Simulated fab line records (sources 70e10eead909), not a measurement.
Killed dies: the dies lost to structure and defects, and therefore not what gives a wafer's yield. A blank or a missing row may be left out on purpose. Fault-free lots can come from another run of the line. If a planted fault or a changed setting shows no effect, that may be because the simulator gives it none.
Matching of chambers | flow nand-harc | NHARC_P_CONTACT_CMP_01 on cmp-01: 4 sister chambers
The step polishes SiO2, target thk 200 nm. 14 wafers are shown with their chamber, then 7 later ones without.

== WAFERS PAIRED WITH THEIR CHAMBERS ==
wafer  | chamber | motor-current-A (A)
L074.1 | 2       | 12.6
L074.4 | 0       | 13.3
L074.6 | 3       | 12.0
L080.2 | 3       | 11.7
L080.3 | 0       | 13.2
L080.4 | 1       | 13.2
L081.2 | 0       | 12.6
L081.3 | 3       | 12.0
L081.4 | 2       | 12.6
L085.1 | 1       | 13.2
L085.2 | 3       | 11.8
L085.3 | 0       | 12.3
L087.1 | 3       | 11.3
L087.2 | 1       | 13.9

SIGNATURES, as means of the wafers listed above
reading         | chamber 0 | chamber 1 | chamber 2 | chamber 3 | scatter within a chamber
motor-current-A | 12.850    | 13.433    | 12.600    | 11.760    | 0.367
Rule: a wafer lies at a distance from a chamber equal to the root of the sum of squares, over the readings, of (its reading less the chamber's mean, divided by the reading's scatter). The wafer belongs to the nearest chamber; if the next one is less than 2 further off, it can't be placed. The scatter: the root of (the sum of the squares of (reading less its chamber's mean) over the shown wafers, divided by (wafers less chambers)).

== WAFERS WHOSE CHAMBER IS MISSING ==
wafer  | motor-current-A (A)
L087.6 | 12.2
L090.2 | 13.1
L090.5 | 11.5
L090.6 | 13.1
L094.2 | 11.9
L094.4 | 13.7
L094.5 | 12.8

== EACH ONE'S CHAMBER ==
wafer  | from the rows above          | in truth
L087.6 | can't be placed: 2 or 3 or 0 | 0
L090.2 | can't be placed: 0 or 1 or 2 | 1
L090.5 | 3                            | 3
L090.6 | can't be placed: 0 or 1 or 2 | 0
L094.2 | can't be placed: 3 or 2      | 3
L094.4 | can't be placed: 1 or 0      | 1
L094.5 | can't be placed: 0 or 2 or 1 | 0
Correct placement for 1 of the 7. Unplaceable from these rows: 6, with the true chamber sitting among the candidates in 6. Placed wrongly: 0.
